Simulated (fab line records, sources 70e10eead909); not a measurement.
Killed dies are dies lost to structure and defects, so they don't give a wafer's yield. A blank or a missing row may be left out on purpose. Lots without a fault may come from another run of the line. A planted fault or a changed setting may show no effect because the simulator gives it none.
Which tool did it? | flow nand_harc | 11 lots, 33 wafers sampled, at 5 steps of a route of 1159

WHAT THE GAUGES READ, wafer by wafer
NHARC_END_SORT_01. Usual: killed_at_array 25, standard deviation 9.5; killed_at_other 0.8, standard deviation 1.2; killed_at_periphery 3.4, standard deviation 2.2; killed_dies 29, standard deviation 10; killed_open 3.3, standard deviation 1.8; killed_short 2.1, standard deviation 1.4.
lot  | measured     | on        | killed_at_array | killed_at_other | killed_at_periphery | killed_dies | killed_open | killed_short | flag
L874 | day 24 07:02 | prober-02 | 174 30 37       | 0 0 1           | 2 0 0               | 176 30 38   | 2 3 6       | 5 1 1        | OFF
L876 | day 24 23:42 | prober-01 | 40 45 164       | 0 1 1           | 2 4 9               | 42 50 174   | 1 2 5       | 3 2 1        | OFF

WHICH TOOL RAN EACH LOT (tool, then ch and the chambers of the sampled wafers, then the start)
lot  | NHARC_A_STAIRCASE_TRIM_222                    | NHARC_A_STAIRCASE_TRIM_226                    | NHARC_A_STAIRCASE_TRIM_231         | NHARC_A_STAIRCASE_TRIM_235
L857 | rie_diel-10 ch 2,3, day 11 16:04 or earlier   | rie_diel-10 ch 0,1,3, day 11 16:04 or earlier | rie_diel-10 ch 1,2,3, day 11 16:04 | rie_diel-10 ch 0,2,3, no start
L858 | rie_diel-10 ch 2,3, day 11 16:37 or earlier   | rie_diel-10 ch 2,3, day 11 16:37 or earlier   | rie_diel-07 ch 0,2,3, day 11 16:37 | rie_diel-07 ch 0,2,3, no start
L861 | rie_diel-09 ch 1,2, day 12 20:49 or earlier   | rie_diel-09 ch 1,3, day 12 20:49 or earlier   | rie_diel-09 ch 1,3, day 12 20:49   | rie_diel-09 ch 0,2,3, no start
L863 | rie_diel-07 ch 1,3, day 13 00:20 or earlier   | rie_diel-07 ch 0,2,3, day 13 00:20 or earlier | rie_diel-07 ch 0,1,3, day 13 00:20 | rie_diel-07 ch 1,2,3, no start
L864 | rie_diel-10 ch 1,3, day 13 04:33 or earlier   | rie_diel-10 ch 2,3, day 13 04:33 or earlier   | rie_diel-07 ch 1,2,3, day 13 04:33 | rie_diel-07 ch 0,1,3, no start
L869 | rie_diel-07 ch 1,2,3, day 14 06:49 or earlier | rie_diel-07 ch 1,2, day 14 06:49 or earlier   | rie_diel-07 ch 0,1,3, day 14 06:49 | rie_diel-07 ch 0,1,2, no start
L871 | rie_diel-10 ch 0,1,3, day 15 16:07 or earlier | rie_diel-10 ch 0,1, day 15 16:07 or earlier   | rie_diel-10 ch 1,2, day 15 16:07   | rie_diel-07 ch 0,3, no start
L874 | rie_diel-07 ch 0,3, day 16 01:02 or earlier   | rie_diel-07 ch 0,2, day 16 01:02 or earlier   | rie_diel-07 ch 0,2,3, day 16 01:02 | rie_diel-07 ch 0,1,3, day 24 07:02 or earlier
L876 | rie_diel-10 ch 0,1,2, day 16 10:30 or earlier | rie_diel-10 ch 0,2,3, day 16 10:30 or earlier | rie_diel-07 ch 0,1,3, day 16 10:30 | rie_diel-07 ch 0,1,2, day 24 23:42 or earlier
L878 | rie_diel-09 ch 0,1,2, day 16 21:08 or earlier | rie_diel-09 ch 1,2,3, day 16 21:08 or earlier | rie_diel-09 ch 0,2,3, day 16 21:08 | rie_diel-09 ch 0,1,3, no start
L879 | rie_diel-09 ch 0,3, day 16 23:59 or earlier   | rie_diel-09 ch 0,1,3, day 16 23:59 or earlier | rie_diel-09 ch 1,2,3, day 16 23:59 | rie_diel-09 ch 0,2,3, no start
- NHARC_A_STAIRCASE_TRIM_222: chemistry O2, time 211.2 s.
- NHARC_A_STAIRCASE_TRIM_226: chemistry O2, time 211.2 s.
- NHARC_A_STAIRCASE_TRIM_231: chemistry O2, time 211.2 s.
- NHARC_A_STAIRCASE_TRIM_235: chemistry O2, time 211.2 s.

WHAT THE TOOLS THEMSELVES READ (means of the sampled wafers that have a number; where no wafer has one, the mark that the record gives instead)
NHARC_A_STAIRCASE_TRIM_222. Usual: drypump_motor_current_A 5.6 A, standard deviation 0.41; oes_product_au 0.999 a.u., standard deviation 0.0085; rf_vpp_V 58.0 V, standard deviation 0.95; showerhead_plenum_p_Torr 3.59 Torr, standard deviation 0.14; throttle_valve_pct 17.037 %, standard deviation 0.0087.
lot  | tool        | drypump_motor_current_A (A) | oes_product_au (a.u.) | rf_vpp_V (V) | showerhead_plenum_p_Torr (Torr) | throttle_valve_pct (%) | flag
L857 | rie_diel-10 | 5.5                         | 1.000                 | 57.8         | 3.50                            | 17.040                 |
L858 | rie_diel-10 | 5.6                         | 1.012                 | 57.1         | 3.41                            | 17.039                 |
L861 | rie_diel-09 | 5.9                         | 1.001                 | 58.6         | 3.55                            | 17.035                 |
L863 | rie_diel-07 | 6.2                         | 0.995                 | 57.9         | 3.66                            | 17.041                 |
L864 | rie_diel-10 | 5.4                         | 1.001                 | 57.5         | 3.61                            | 17.036                 |
L869 | rie_diel-07 | 5.8                         | 0.996                 | 58.8         | 3.69                            | 17.041                 |
L871 | rie_diel-10 | 5.4                         | 1.007                 | 57.9         | 3.59                            | 17.037                 |
L874 | rie_diel-07 | 5.8                         | 0.998                 | 57.4         | 3.57                            | 17.035                 |
L876 | rie_diel-10 | 5.5                         | 1.004                 | 57.7         | 3.50                            | 17.034                 |
L878 | rie_diel-09 | 5.6                         | 0.996                 | 57.9         | 3.59                            | 17.037                 |
L879 | rie_diel-09 | 5.4                         | 0.993                 | 58.4         | 3.71                            | 17.028                 |

NHARC_A_STAIRCASE_TRIM_226. Usual: drypump_motor_current_A 5.6 A, standard deviation 0.44; oes_product_au 1.001 a.u., standard deviation 0.0096; rf_vpp_V 57.9 V, standard deviation 0.9; showerhead_plenum_p_Torr 3.59 Torr, standard deviation 0.14; throttle_valve_pct 17.036 %, standard deviation 0.0093.
lot  | tool        | drypump_motor_current_A (A) | oes_product_au (a.u.) | rf_vpp_V (V) | showerhead_plenum_p_Torr (Torr) | throttle_valve_pct (%) | flag
L857 | rie_diel-10 | 5.4                         | 1.010                 | 57.1         | 3.61                            | 17.037                 |
L858 | rie_diel-10 | 5.6                         | 1.012                 | 57.5         | 3.41                            | 17.042                 |
L861 | rie_diel-09 | 5.1                         | 0.994                 | 57.8         | 3.44                            | 17.029                 |
L863 | rie_diel-07 | 5.7                         | 0.996                 | 58.7         | 3.65                            | 17.035                 |
L864 | rie_diel-10 | 5.5                         | 1.004                 | 57.3         | 3.50                            | 17.035                 |
L869 | rie_diel-07 | 5.5                         | 0.995                 | 58.2         | 3.71                            | 17.043                 |
L871 | rie_diel-10 | 5.4                         | 1.007                 | 57.8         | 3.58                            | 17.033                 |
L874 | rie_diel-07 | 5.4                         | 0.994                 | 58.2         | 3.61                            | 17.035                 |
L876 | rie_diel-10 | 5.5                         | 1.007                 | 56.8         | 3.48                            | 17.041                 |
L878 | rie_diel-09 | 5.6                         | 0.991                 | 57.2         | 3.51                            | 17.037                 |
L879 | rie_diel-09 | 5.3                         | 1.002                 | 57.9         | 3.57                            | 17.041                 |

NHARC_A_STAIRCASE_TRIM_231. Usual: drypump_motor_current_A 5.6 A, standard deviation 0.43; oes_product_au 1.000 a.u., standard deviation 0.0081; rf_vpp_V 58.0 V, standard deviation 0.93; showerhead_plenum_p_Torr 3.60 Torr, standard deviation 0.13; throttle_valve_pct 17.036 %, standard deviation 0.0078.
lot  | tool        | drypump_motor_current_A (A) | oes_product_au (a.u.) | rf_vpp_V (V) | showerhead_plenum_p_Torr (Torr) | throttle_valve_pct (%) | flag
L857 | rie_diel-10 | 5.5                         | 1.002                 | 57.5         | 3.53                            | 17.043                 |
L858 | rie_diel-07 | 5.7                         | 1.003                 | 57.5         | 3.66                            | 17.039                 |
L861 | rie_diel-09 | 5.3                         | 0.990                 | 58.0         | 3.51                            | 17.039                 |
L863 | rie_diel-07 | 5.9                         | 1.004                 | 58.2         | 3.63                            | 17.040                 |
L864 | rie_diel-07 | 5.8                         | 0.987                 | 59.0         | 3.70                            | 17.031                 |
L869 | rie_diel-07 | 5.9                         | 0.993                 | 58.2         | 3.62                            | 17.038                 |
L871 | rie_diel-10 | 5.6                         | 1.001                 | 57.0         | 3.42                            | 17.042                 |
L874 | rie_diel-07 | 5.7                         | 0.927                 | 58.1         | 3.64                            | 17.038                 | OFF
L876 | rie_diel-07 | 5.9                         | 0.927                 | 57.8         | 3.61                            | 17.036                 | OFF
L878 | rie_diel-09 | 5.7                         | 1.002                 | 59.0         | 3.65                            | 17.036                 |
L879 | rie_diel-09 | 5.6                         | 0.994                 | 57.7         | 3.51                            | 17.031                 |

NHARC_A_STAIRCASE_TRIM_235. Usual: drypump_motor_current_A 5.6 A, standard deviation 0.43; oes_product_au 1.000 a.u., standard deviation 0.0093; rf_vpp_V 58.1 V, standard deviation 0.88; showerhead_plenum_p_Torr 3.61 Torr, standard deviation 0.13; throttle_valve_pct 17.034 %, standard deviation 0.0088.
lot  | tool        | drypump_motor_current_A (A) | oes_product_au (a.u.) | rf_vpp_V (V) | showerhead_plenum_p_Torr (Torr) | throttle_valve_pct (%) | flag
L857 | rie_diel-10 | 5.5                         | 1.003                 | 58.0         | 3.49                            | 17.030                 |
L858 | rie_diel-07 | 5.7                         | 1.000                 | 57.7         | 3.66                            | 17.040                 |
L861 | rie_diel-09 | 5.7                         | 0.997                 | 57.8         | 3.67                            | 17.027                 |
L863 | rie_diel-07 | 5.8                         | 0.997                 | 58.9         | 3.70                            | 17.037                 |
L864 | rie_diel-07 | 5.9                         | 1.003                 | 58.5         | 3.63                            | 17.039                 |
L869 | rie_diel-07 | 5.5                         | 0.990                 | 58.5         | 3.66                            | 17.040                 |
L871 | rie_diel-07 | 5.8                         | 0.994                 | 58.3         | 3.57                            | 17.036                 |
L874 | rie_diel-07 | 5.9                         | 1.003                 | 58.2         | 3.61                            | 17.033                 |
L876 | rie_diel-07 | 5.4                         | 0.997                 | 58.1         | 3.65                            | 17.039                 |
L878 | rie_diel-09 | 5.3                         | 1.008                 | 58.4         | 3.57                            | 17.035                 |
L879 | rie_diel-09 | 5.7                         | 1.005                 | 57.4         | 3.65                            | 17.037                 |

THE ANSWER, worked out from the rows above alone
Rule: a lot is off if the mean of its wafers that have a number lies more than 3 standard deviations from the usual mean. A lot without any number at a reading at which 4 lots or more have one is off too. The other lots that the step has rows for count as sound. The gauges are gone through in route order, then the tools' own readings, and for those a lot's mean is taken as printed above. The first step at which some lot is off is used, and at that step the reading that is off furthest; a lot without a number counts as furthest.
Off: L874, L876, at NHARC_END_SORT_01 (killed_at_array). Neither off nor sound, because the step has no rows for them: L857, L858, L861, L863, L864, L869, L871, L878, L879.
A tool fits if, at a process step before that reading, it ran every lot that is off, and no sound lot after the first of them. The gauges at NHARC_END_SORT_01 aren't tried: what is off there is off at NHARC_A_STAIRCASE_TRIM_231 too, on other tools, and a gauge's error can't cause that. NHARC_A_STAIRCASE_TRIM_222 gives no start for some lots, so the hours and the order of its lots are those of NHARC_A_STAIRCASE_TRIM_231. NHARC_A_STAIRCASE_TRIM_226 gives no start for some lots, so the hours and the order of its lots are those of NHARC_A_STAIRCASE_TRIM_231. NHARC_A_STAIRCASE_TRIM_235 gives no start for some lots, so the hours and the order of its lots are those of NHARC_END_SORT_01. One fits: rie_diel-07 at NHARC_A_STAIRCASE_TRIM_231 and NHARC_A_STAIRCASE_TRIM_235. It ran no sound lot before its first lot that is off in this sample, so the start can't be narrowed down.

WHAT THE SIMULATOR HAD PUT IN
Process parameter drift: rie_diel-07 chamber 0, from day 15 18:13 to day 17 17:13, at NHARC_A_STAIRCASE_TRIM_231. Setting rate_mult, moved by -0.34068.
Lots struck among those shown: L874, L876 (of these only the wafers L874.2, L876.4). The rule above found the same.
